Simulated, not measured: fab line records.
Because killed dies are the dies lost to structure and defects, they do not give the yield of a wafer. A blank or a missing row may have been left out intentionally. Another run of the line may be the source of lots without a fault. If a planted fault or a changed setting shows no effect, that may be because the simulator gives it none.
fab line records :: flow n5Finfet :: part 2 of 2: steps 21 to 31 of 31
record
  lots=5
  wafers=15
  lastDay=17
route steps=1938 shown FIN_CUT@156 STI_FIN_REVEAL@183
lots that met no fault: from a run of the same line without faults
startH: hours from the record's first day to the start of the lot's first wafer shown :: waitH: how many hours have passed since the lot's step before this one :: " identical to the entry in the row above :: L1.1+2: a single row standing in for several wafers :: - no value, or no start was given :: * or withheld: withheld :: < > ~ a bound
route shown NAME@n: NAME is a module with steps in the file, n the number in the route of the first one :: usual: the fault-free wafers' mean and standard deviation :: same: alike in all rows :: chamber/n: place in a boat :: sites: the reading at each site :: _std_site: their standard deviation :: _edge_site: mean of outer sites minus mean of inner sites :: radiusMm: for every site, how far away it sits from the centre of the wafer :: mask NAME#n: copy n :: behind: tool/chamber where the wafer was last shaped :: hold: cause of the lot's hold/its duration in hours/its outcome :: device: whichever transistor did not switch (one of n, p or np) :: end of line: the route-end tests of the same wafers :: for a step that has no rows: nothing shown but its recipe :: killed: count of dies lost to structure and defects at first sort (not the wafer's yield) :: map: dies across one wafer; x = killed, . = not, _ = none there
set.NAME: setting as actually run; set.NAME@STEP: the setting as run at that earlier step :: model.NAME: the simulator's own value behind a step, which no gauge read
lots at selected steps of the route; one table per step, one row per wafer
services: when a tool's chamber went out of use (startH, in hours from the record's first day, below 0 if earlier), for how many hours, and the reason
## steps
# step N5_FIN_CUT_CUT_ETCH_15
# recipe
  chemistry=HBr/Cl2/O2
  target=Si
  targetDepthA=1000
  btTimeS=10
  maskMaterial=SOC
  timeS=42.4
  ionEnergyEv=*
  biasW=*
  pressureMtorr=10
  icpW=800
  HBr_flow_sccm=150
  Cl2_flow_sccm=80
  O2_flow_sccm=12
# usual
  drypumpMotorCurrentA=5.6/0.47
  oesProductAu=1.004/0.013
  throttleValvePct=37.1/0.5
lot.wafer: L076.1
tool: rieSi-06
chamber: 0
startH: 40.55
waitH: 0.1
drypumpMotorCurrentA: 5.5
oesProductAu: 1.008
rfHoursCounterH: 129
throttleValvePct: 36.7

lot.wafer: L076.2
tool: rieSi-06
chamber: 3
startH: 40.55
waitH: 0.1
drypumpMotorCurrentA: 4.8
oesProductAu: 1.027
rfHoursCounterH: 70
throttleValvePct: 37.6

lot.wafer: L076.5
tool: rieSi-06
chamber: 1
startH: 40.55
waitH: 0.1
drypumpMotorCurrentA: 5.4
oesProductAu: 0.992
rfHoursCounterH: -
throttleValvePct: 37.7

lot.wafer: L084.3
tool: rieSi-04
chamber: 1
startH: 87.92
waitH: 0.0
drypumpMotorCurrentA: 6.0
oesProductAu: 1.021
rfHoursCounterH: 58
throttleValvePct: 36.2

lot.wafer: L084.5
tool: rieSi-04
chamber: 3
startH: 87.92
waitH: 0.0
drypumpMotorCurrentA: 5.7
oesProductAu: 1.000
rfHoursCounterH: -
throttleValvePct: 36.9

lot.wafer: L084.6
tool: rieSi-04
chamber: 0
startH: 87.92
waitH: 0.0
drypumpMotorCurrentA: 6.4
oesProductAu: 0.992
rfHoursCounterH: -
throttleValvePct: 37.4

lot.wafer: L090.1
tool: rieSi-02
chamber: 2
startH: 125.66
waitH: 0.1
drypumpMotorCurrentA: 5.3
oesProductAu: 0.993
rfHoursCounterH: 134
throttleValvePct: 37.0

lot.wafer: L090.4
tool: rieSi-02
chamber: 2
startH: 125.66
waitH: 0.1
drypumpMotorCurrentA: 5.4
oesProductAu: 1.008
rfHoursCounterH: -
throttleValvePct: 37.0

lot.wafer: L090.6
tool: rieSi-02
chamber: 1
startH: 125.66
waitH: 0.1
drypumpMotorCurrentA: 5.4
oesProductAu: 0.998
rfHoursCounterH: -
throttleValvePct: 37.2

lot.wafer: L095.1
tool: rieSi-02
chamber: 0
startH: 156.23
waitH: 0.1
drypumpMotorCurrentA: 5.3
oesProductAu: 1.000
rfHoursCounterH: 1
throttleValvePct: 36.2

lot.wafer: L095.3
tool: rieSi-02
chamber: 3
startH: 156.23
waitH: 0.1
drypumpMotorCurrentA: 5.6
oesProductAu: 0.995
rfHoursCounterH: 164
throttleValvePct: 37.2

lot.wafer: L095.6
tool: rieSi-02
chamber: 3
startH: 156.23
waitH: 0.1
drypumpMotorCurrentA: 5.6
oesProductAu: 0.996
rfHoursCounterH: -
throttleValvePct: 37.3

lot.wafer: L097.1
tool: rieSi-06
chamber: 1
startH: 166.16
waitH: 0.1
drypumpMotorCurrentA: 5.5
oesProductAu: 0.985
rfHoursCounterH: 118
throttleValvePct: 37.7

lot.wafer: L097.2
tool: rieSi-06
chamber: 3
startH: 166.16
waitH: 0.1
drypumpMotorCurrentA: 4.8
oesProductAu: 1.018
rfHoursCounterH: 73
throttleValvePct: 37.6

lot.wafer: L097.5
tool: rieSi-06
chamber: 2
startH: 166.16
waitH: 0.1
drypumpMotorCurrentA: 4.8
oesProductAu: 1.004
rfHoursCounterH: -
throttleValvePct: 36.9
# step N5_FIN_CUT_CUT_ETCH_28
# recipe
  chemistry=HBr/Cl2/O2
  target=Si
  targetDepthA=60
  maskMaterial=SOC
  timeS=2.4
  ionEnergyEv=*
  biasW=*
  pressureMtorr=10
  icpW=800
  HBr_flow_sccm=150
  Cl2_flow_sccm=80
  O2_flow_sccm=12
# usual
  drypumpMotorCurrentA=5.6/0.47
  oesProductAu=1.004/0.013
  throttleValvePct=37.1/0.5
lot.wafer: L076.1
tool: rieSi-06
chamber: 0
startH: 40.61
waitH: 0.0
drypumpMotorCurrentA: 5.4
oesProductAu: 1.010
rfHoursCounterH: 129
throttleValvePct: 36.6

lot.wafer: L076.2
tool: rieSi-06
chamber: 3
startH: 40.61
waitH: 0.0
drypumpMotorCurrentA: 4.8
oesProductAu: 1.024
rfHoursCounterH: 70
throttleValvePct: 37.6

lot.wafer: L076.5
tool: rieSi-06
chamber: 1
startH: 40.61
waitH: 0.0
drypumpMotorCurrentA: 5.4
oesProductAu: 0.971
rfHoursCounterH: -
throttleValvePct: 37.7

lot.wafer: L084.3
tool: rieSi-04
chamber: 1
startH: 87.98
waitH: 0.0
drypumpMotorCurrentA: 6.0
oesProductAu: 1.024
rfHoursCounterH: 58
throttleValvePct: 36.2

lot.wafer: L084.5
tool: rieSi-04
chamber: 3
startH: 87.98
waitH: 0.0
drypumpMotorCurrentA: 5.7
oesProductAu: 1.005
rfHoursCounterH: -
throttleValvePct: 36.9

lot.wafer: L084.6
tool: rieSi-04
chamber: 0
startH: 87.98
waitH: 0.0
drypumpMotorCurrentA: 6.4
oesProductAu: 0.999
rfHoursCounterH: -
throttleValvePct: 37.4

lot.wafer: L090.1
tool: rieSi-02
chamber: 2
startH: 125.72
waitH: 0.0
drypumpMotorCurrentA: 5.4
oesProductAu: 1.006
rfHoursCounterH: 134
throttleValvePct: 37.0

lot.wafer: L090.4
tool: rieSi-02
chamber: 2
startH: 125.72
waitH: 0.0
drypumpMotorCurrentA: 5.4
oesProductAu: 0.996
rfHoursCounterH: -
throttleValvePct: 37.0

lot.wafer: L090.6
tool: rieSi-02
chamber: 1
startH: 125.72
waitH: 0.0
drypumpMotorCurrentA: 5.4
oesProductAu: 0.984
rfHoursCounterH: -
throttleValvePct: 37.2

lot.wafer: L095.1
tool: rieSi-02
chamber: 0
startH: 156.28
waitH: 0.0
drypumpMotorCurrentA: 5.3
oesProductAu: 1.010
rfHoursCounterH: 1
throttleValvePct: 36.2

lot.wafer: L095.3
tool: rieSi-02
chamber: 3
startH: 156.28
waitH: 0.0
drypumpMotorCurrentA: 5.6
oesProductAu: 0.990
rfHoursCounterH: 164
throttleValvePct: 37.3

lot.wafer: L095.6
tool: rieSi-02
chamber: 3
startH: 156.28
waitH: 0.0
drypumpMotorCurrentA: 5.6
oesProductAu: 0.984
rfHoursCounterH: -
throttleValvePct: 37.2

lot.wafer: L097.1
tool: rieSi-06
chamber: 1
startH: 166.21
waitH: 0.0
drypumpMotorCurrentA: 5.4
oesProductAu: 0.978
rfHoursCounterH: 118
throttleValvePct: 37.7

lot.wafer: L097.2
tool: rieSi-06
chamber: 3
startH: 166.21
waitH: 0.0
drypumpMotorCurrentA: 4.8
oesProductAu: 1.016
rfHoursCounterH: 73
throttleValvePct: 37.5

lot.wafer: L097.5
tool: rieSi-06
chamber: 2
startH: 166.21
waitH: 0.0
drypumpMotorCurrentA: 4.8
oesProductAu: 1.004
rfHoursCounterH: -
throttleValvePct: 36.9
# step N5_FIN_CUT_STRIP_22
# recipe
  chemistry=N2/H2
  powerW=500
  tempC=40
  pressureMtorr=50
  rfFrequencyHz=6e+07
  overashFraction=0.3
  biasPowerW=8
  h2Frac=0.5
  n2FlowSccm=300
  h2FlowSccm=300
# usual
  drypumpMotorCurrentA=6.0/0.56
  oesProductAu=0.79/0.094
  rfVppV=54.2/2.3
  showerheadPlenumPTorr=3.36/0.1
  throttleValvePct=18.9/0.4
lot.wafer: L076.1
tool: rieDiel-01
chamber: 2
startH: 40.67
waitH: 0.0
drypumpMotorCurrentA: 6.8
oesProductAu: 0.83
rfHoursCounterH: 81
rfVppV: 55.4
showerheadPlenumPTorr: 3.29
throttleValvePct: 18.9

lot.wafer: L076.2
tool: rieDiel-01
chamber: 0
startH: 40.67
waitH: 0.0
drypumpMotorCurrentA: 5.1
oesProductAu: 0.67
rfHoursCounterH: 258
rfVppV: 56.6
showerheadPlenumPTorr: 3.30
throttleValvePct: 19.4

lot.wafer: L076.5
tool: rieDiel-01
chamber: 0
startH: 40.67
waitH: 0.0
drypumpMotorCurrentA: 5.1
oesProductAu: 0.68
rfHoursCounterH: -
rfVppV: 50.3
showerheadPlenumPTorr: 3.30
throttleValvePct: 19.3

lot.wafer: L084.3
tool: rieDiel-02
chamber: 1
startH: 88.08
waitH: 0.1
drypumpMotorCurrentA: 5.4
oesProductAu: 0.79
rfHoursCounterH: 137
rfVppV: 56.6
showerheadPlenumPTorr: 3.37
throttleValvePct: 18.7

lot.wafer: L084.5
tool: rieDiel-02
chamber: 3
startH: 88.08
waitH: 0.1
drypumpMotorCurrentA: 6.0
oesProductAu: 0.72
rfHoursCounterH: -
rfVppV: 54.2
showerheadPlenumPTorr: 3.34
throttleValvePct: 19.2

lot.wafer: L084.6
tool: rieDiel-02
chamber: 2
startH: 88.08
waitH: 0.1
drypumpMotorCurrentA: 6.2
oesProductAu: 0.67
rfHoursCounterH: -
rfVppV: 51.6
showerheadPlenumPTorr: 3.16
throttleValvePct: 18.9

lot.wafer: L090.1
tool: rieDiel-04
chamber: 2
startH: 126.01
waitH: 0.3
drypumpMotorCurrentA: 5.7
oesProductAu: 0.75
rfHoursCounterH: 149
rfVppV: 53.7
showerheadPlenumPTorr: 3.23
throttleValvePct: 18.6

lot.wafer: L090.4
tool: rieDiel-04
chamber: 1
startH: 126.01
waitH: 0.3
drypumpMotorCurrentA: 5.0
oesProductAu: 0.93
rfHoursCounterH: 14
rfVppV: 54.5
showerheadPlenumPTorr: 3.46
throttleValvePct: 19.2

lot.wafer: L090.6
tool: rieDiel-04
chamber: 1
startH: 126.01
waitH: 0.3
drypumpMotorCurrentA: 5.0
oesProductAu: 0.89
rfHoursCounterH: -
rfVppV: 56.5
showerheadPlenumPTorr: 3.46
throttleValvePct: 19.2

lot.wafer: L095.1
tool: rieDiel-01
chamber: 2
startH: 156.35
waitH: 0.0
drypumpMotorCurrentA: 6.8
oesProductAu: 0.79
rfHoursCounterH: 119
rfVppV: 53.5
showerheadPlenumPTorr: 3.27
throttleValvePct: 19.0

lot.wafer: L095.3
tool: rieDiel-01
chamber: 0
startH: 156.35
waitH: 0.0
drypumpMotorCurrentA: 5.1
oesProductAu: 0.91
rfHoursCounterH: 29
rfVppV: 57.1
showerheadPlenumPTorr: 3.29
throttleValvePct: 19.0

lot.wafer: L095.6
tool: rieDiel-01
chamber: 1
startH: 156.35
waitH: 0.0
drypumpMotorCurrentA: 6.4
oesProductAu: 0.90
rfHoursCounterH: -
rfVppV: 55.4
showerheadPlenumPTorr: 3.40
throttleValvePct: 18.8

lot.wafer: L097.1
tool: rieDiel-04
chamber: 2
startH: 166.28
waitH: 0.0
drypumpMotorCurrentA: 5.7
oesProductAu: 0.74
rfHoursCounterH: 164
rfVppV: 54.4
showerheadPlenumPTorr: 3.23
throttleValvePct: 18.6

lot.wafer: L097.2
tool: rieDiel-04
chamber: 3
startH: 166.28
waitH: 0.0
drypumpMotorCurrentA: 6.7
oesProductAu: 0.79
rfHoursCounterH: 128
rfVppV: 54.8
showerheadPlenumPTorr: 3.23
throttleValvePct: 18.6

lot.wafer: L097.5
tool: rieDiel-04
chamber: 1
startH: 166.28
waitH: 0.0
drypumpMotorCurrentA: 5.0
oesProductAu: 0.90
rfHoursCounterH: -
rfVppV: 51.2
showerheadPlenumPTorr: 3.45
throttleValvePct: 19.2
# step N5_FIN_CUT_PRECLEAN_36
# recipe
  chemistry=O3/DIW
  timeS=60
  tempC=22
  o3Ppm=10
lot.wafer: L076.1+2+5
tool: wetBench-06
chamber: 5,3,0
startH: 40.76
waitH: -

lot.wafer: L084.3+5+6
tool: wetBench-06
chamber: 4,7,3
startH: 88.15
waitH: -

lot.wafer: L090.1+4+6
tool: wetBench-06
chamber: 1,5,7
startH: 126.07
waitH: -

lot.wafer: L095.1+3+6
tool: wetBench-01
chamber: 2,6,3
startH: 156.42
waitH: -

lot.wafer: L097.1+2+5
tool: wetBench-06
chamber: 2,4,1
startH: 166.35
waitH: -
# step N5_FIN_CUT_SRD_32
# recipe
  dry=ipaMarangoni
  timeS=30
  tempC=23
  rinseLiquid=diw
lot.wafer: L076.1+2+5
tool: wetBench-06
chamber: 5,3,0
startH: 40.78
waitH: 0.0

lot.wafer: L084.3+5+6
tool: wetBench-06
chamber: 4,7,3
startH: 88.17
waitH: 0.0

lot.wafer: L090.1+4+6
tool: wetBench-06
chamber: 1,5,7
startH: 126.09
waitH: 0.0

lot.wafer: L095.1+3+6
tool: wetBench-01
chamber: 2,6,3
startH: 156.44
waitH: 0.0

lot.wafer: L097.1+2+5
tool: wetBench-06
chamber: 2,4,1
startH: 166.37
waitH: 0.0
# step N5_FIN_CUT_UV_OZONE_34
# recipe
  timeS=120
  pressureTorr=760
  tempC=25
lot.wafer: L076.1+2+5
tool: wetBench-06
chamber: 5,3,0
startH: 40.80
waitH: 0.0

lot.wafer: L084.3+5+6
tool: wetBench-06
chamber: 4,7,3
startH: 88.19
waitH: 0.0

lot.wafer: L090.1+4+6
tool: wetBench-06
chamber: 1,5,7
startH: 126.11
waitH: 0.0

lot.wafer: L095.1+3+6
tool: wetBench-01
chamber: 2,6,3
startH: 156.45
waitH: 0.0

lot.wafer: L097.1+2+5
tool: wetBench-06
chamber: 2,4,1
startH: 166.38
waitH: 0.0
# step N5_FIN_CUT_INSPECT_17
# recipe
  inspectInstrument=brightfield
  mode=aei
# usual
  rawDefectCount=233/63
lot.wafer: L076.1
tool: defectInspect-02
chamber: -
startH: 40.85
waitH: 0.0
rawDefectCount: 244

lot.wafer: L076.2
tool: defectInspect-02
chamber: -
startH: 40.85
waitH: 0.0
rawDefectCount: 143

lot.wafer: L076.5
tool: defectInspect-02
chamber: -
startH: 40.85
waitH: 0.0
rawDefectCount: 277

lot.wafer: L084.3
tool: defectInspect-01
chamber: -
startH: 88.24
waitH: 0.0
rawDefectCount: 245

lot.wafer: L084.5
tool: defectInspect-01
chamber: -
startH: 88.24
waitH: 0.0
rawDefectCount: 313

lot.wafer: L084.6
tool: defectInspect-01
chamber: -
startH: 88.24
waitH: 0.0
rawDefectCount: 230

lot.wafer: L090.1
tool: defectInspect-02
chamber: -
startH: 126.17
waitH: 0.0
rawDefectCount: 243

lot.wafer: L090.4
tool: defectInspect-02
chamber: -
startH: 126.17
waitH: 0.0
rawDefectCount: 309

lot.wafer: L090.6
tool: defectInspect-02
chamber: -
startH: 126.17
waitH: 0.0
rawDefectCount: 263

lot.wafer: L095.1
tool: defectInspect-01
chamber: -
startH: 156.52
waitH: 0.0
rawDefectCount: 222

lot.wafer: L095.3
tool: defectInspect-01
chamber: -
startH: 156.52
waitH: 0.0
rawDefectCount: 172

lot.wafer: L095.6
tool: defectInspect-01
chamber: -
startH: 156.52
waitH: 0.0
rawDefectCount: 169

lot.wafer: L097.1
tool: defectInspect-02
chamber: -
startH: 166.44
waitH: 0.0
rawDefectCount: 216

lot.wafer: L097.2
tool: defectInspect-02
chamber: -
startH: 166.44
waitH: 0.0
rawDefectCount: 185

lot.wafer: L097.5
tool: defectInspect-02
chamber: -
startH: 166.44
waitH: 0.0
rawDefectCount: 154
# step N5_STI_FIN_REVEAL_ALD_00
# recipe
  material=SiO2
  targetThkA=10
  tempC=300
  aldPrecursorFamily=BDEAS
  aldCoReactant=O2-plasma
  pulseTimeS=1
  pressureTorr=2
# usual
  heaterPowerW=466/43
  precursorPulseHeightRel=1.000/0.021
lot.wafer: L076.1
tool: aldSin-02
chamber: 1
startH: 40.89
waitH: 0.0
heaterPowerW: 447
precursorPulseHeightRel: 0.975

lot.wafer: L076.2
tool: aldSin-02
chamber: 0
startH: 40.89
waitH: 0.0
heaterPowerW: 435
precursorPulseHeightRel: 0.974

lot.wafer: L076.5
tool: aldSin-02
chamber: 0
startH: 40.89
waitH: 0.0
heaterPowerW: 442
precursorPulseHeightRel: 1.012

lot.wafer: L084.3
tool: aldSin-04
chamber: 3
startH: 89.42
waitH: 1.2
heaterPowerW: 447
precursorPulseHeightRel: 1.011

lot.wafer: L084.5
tool: aldSin-04
chamber: 3
startH: 89.42
waitH: 1.2
heaterPowerW: 443
precursorPulseHeightRel: 1.007

lot.wafer: L084.6
tool: aldSin-04
chamber: 2
startH: 89.42
waitH: 1.2
heaterPowerW: 543
precursorPulseHeightRel: 1.037

lot.wafer: L090.1
tool: aldSin-02
chamber: 3
startH: 126.20
waitH: 0.0
heaterPowerW: 492
precursorPulseHeightRel: 0.996

lot.wafer: L090.4
tool: aldSin-02
chamber: 2
startH: 126.20
waitH: 0.0
heaterPowerW: 483
precursorPulseHeightRel: 1.046

lot.wafer: L090.6
tool: aldSin-02
chamber: 2
startH: 126.20
waitH: 0.0
heaterPowerW: 497
precursorPulseHeightRel: 1.015

lot.wafer: L095.1
tool: aldSin-04
chamber: 0
startH: 156.85
waitH: 0.3
heaterPowerW: 429
precursorPulseHeightRel: 0.965

lot.wafer: L095.3
tool: aldSin-04
chamber: 1
startH: 156.85
waitH: 0.3
heaterPowerW: 426
precursorPulseHeightRel: 1.010

lot.wafer: L095.6
tool: aldSin-04
chamber: 3
startH: 156.85
waitH: 0.3
heaterPowerW: 439
precursorPulseHeightRel: 1.006

lot.wafer: L097.1
tool: aldSin-04
chamber: 0
startH: 166.81
waitH: 0.4
heaterPowerW: 410
precursorPulseHeightRel: 0.994

lot.wafer: L097.2
tool: aldSin-04
chamber: 2
startH: 166.81
waitH: 0.4
heaterPowerW: 563
precursorPulseHeightRel: 0.998

lot.wafer: L097.5
tool: aldSin-04
chamber: 0
startH: 166.81
waitH: 0.4
heaterPowerW: 425
precursorPulseHeightRel: 0.994
# step N5_STI_FIN_REVEAL_ALD_14
# recipe
  material=Si3N4
  targetThkA=30
  tempC=400
  aldPrecursorFamily=SiH2I2
  aldCoReactant=N2/H2-plasma
  pressureTorr=2
# usual
  heaterPowerW=831/73
lot.wafer: L076.1
tool: aldSin-02
chamber: 1
startH: 40.94
waitH: 0.0
heaterPowerW: 833

lot.wafer: L076.2
tool: aldSin-02
chamber: 0
startH: 40.94
waitH: 0.0
heaterPowerW: 794

lot.wafer: L076.5
tool: aldSin-02
chamber: 0
startH: 40.94
waitH: 0.0
heaterPowerW: 779

lot.wafer: L084.3
tool: aldSin-04
chamber: 3
startH: 89.46
waitH: 0.0
heaterPowerW: 780

lot.wafer: L084.5
tool: aldSin-04
chamber: 3
startH: 89.46
waitH: 0.0
heaterPowerW: 776

lot.wafer: L084.6
tool: aldSin-04
chamber: 2
startH: 89.46
waitH: 0.0
heaterPowerW: 968

lot.wafer: L090.1
tool: aldSin-02
chamber: 3
startH: 126.25
waitH: 0.0
heaterPowerW: 870

lot.wafer: L090.4
tool: aldSin-02
chamber: 2
startH: 126.25
waitH: 0.0
heaterPowerW: 865

lot.wafer: L090.6
tool: aldSin-02
chamber: 2
startH: 126.25
waitH: 0.0
heaterPowerW: 859

lot.wafer: L095.1
tool: aldSin-04
chamber: 0
startH: 156.89
waitH: 0.0
heaterPowerW: 778

lot.wafer: L095.3
tool: aldSin-04
chamber: 1
startH: 156.89
waitH: 0.0
heaterPowerW: 783

lot.wafer: L095.6
tool: aldSin-04
chamber: 3
startH: 156.89
waitH: 0.0
heaterPowerW: 794

lot.wafer: L097.1
tool: aldSin-04
chamber: 0
startH: 166.86
waitH: 0.0
heaterPowerW: 773

lot.wafer: L097.2
tool: aldSin-04
chamber: 2
startH: 166.86
waitH: 0.0
heaterPowerW: 968

lot.wafer: L097.5
tool: aldSin-04
chamber: 0
startH: 166.86
waitH: 0.0
heaterPowerW: 751
# step N5_STI_FIN_REVEAL_FCVD_FILL_01
# recipe
  material=SiO2_flowable
  targetThkA=3120
  tempC=100
  pressureTorr=0.8
  rfW=2000
  timeS=512.2
lot.wafer: L076.1+2+5
tool: fcvd-01
chamber: 0,1,0
startH: 41.18
waitH: 0.1

lot.wafer: L084.3+5+6
tool: fcvd-02
chamber: 0,1,0
startH: 89.90
waitH: 0.3

lot.wafer: L090.1+4+6
tool: fcvd-01
chamber: 1,0,1
startH: 126.49
waitH: 0.1

lot.wafer: L095.1+3+6
tool: fcvd-01
chamber: 0,1,0
startH: 157.13
waitH: 0.1

lot.wafer: L097.1+2+5
tool: fcvd-01
chamber: 0,1,0
startH: 167.10
waitH: 0.1
# step N5_STI_FIN_REVEAL_DENSIFY_02
# recipe
  tempC=650
  ambient=steam
  timeS=1800
  idleTempC=400
  densificationPH2oTorr=640
lot.wafer: L076.1+2+5
tool: furnace-03
chamber: 0
startH: 41.81
waitH: 0.4

lot.wafer: L084.3+5+6
tool: furnace-02
chamber: 0
startH: 90.34
waitH: 0.2

lot.wafer: L090.1+4+6
tool: furnace-03
chamber: 0
startH: 127.12
waitH: 0.4

lot.wafer: L095.1+3+6
tool: furnace-01
chamber: 0
startH: 157.77
waitH: 0.4

lot.wafer: L097.1+2+5
tool: furnace-01
chamber: 0
startH: 167.74
waitH: 0.4
## services
tool: fcvd-01
chamber: -
startH: 20.35
hours: 0.5
kind: repair

tool: rieDiel-02
chamber: 1
startH: 29.51
hours: 5.5
kind: repair

tool: rieDiel-01
chamber: 3
startH: 31.66
hours: 14.4
kind: repair

tool: euvScanner-01
chamber: -
startH: 33.33
hours: 0.9
kind: repair

tool: rieSi-02
chamber: 3
startH: 35.58
hours: 0.9
kind: repair

tool: rieDiel-01
chamber: -
startH: 38.35
hours: 2.0
kind: repair

tool: aldSin-04
chamber: 0
startH: 39.99
hours: 2.1
kind: repair

tool: euvScanner-01
chamber: -
startH: 44.76
hours: 1.0
kind: pm

tool: aldSin-02
chamber: 1
startH: 57.24
hours: 1.4
kind: repair

tool: rieDiel-02
chamber: 3
startH: 63.87
hours: 10.9
kind: repair

tool: rieDiel-02
chamber: 3
startH: 75.88
hours: 2.6
kind: repair

tool: aldSin-02
chamber: 3
startH: 78.35
hours: 9.7
kind: repair

tool: rieSi-02
chamber: -
startH: 83.82
hours: 28.1
kind: pm

tool: fcvd-01
chamber: -
startH: 90.55
hours: 0.8
kind: repair

tool: aldSin-04
chamber: 0
startH: 94.13
hours: 16.4
kind: repair

tool: euvScanner-01
chamber: -
startH: 100.91
hours: 1.0
kind: pm

tool: rieSi-06
chamber: 1
startH: 103.48
hours: 8.0
kind: repair

tool: rieDiel-04
chamber: 2
startH: 114.20
hours: 1.9
kind: repair

tool: rieSi-02
chamber: 3
startH: 124.63
hours: 12.3
kind: repair

tool: rieDiel-04
chamber: -
startH: 131.63
hours: 0.8
kind: repair

tool: euvScanner-01
chamber: -
startH: 131.73
hours: 4.6
kind: pm

tool: rieDiel-04
chamber: 0
startH: 132.51
hours: 11.9
kind: repair

tool: rieDiel-02
chamber: 1
startH: 156.55
hours: 15.9
kind: repair

tool: rieDiel-01
chamber: 3
startH: 165.35
hours: 3.0
kind: repair
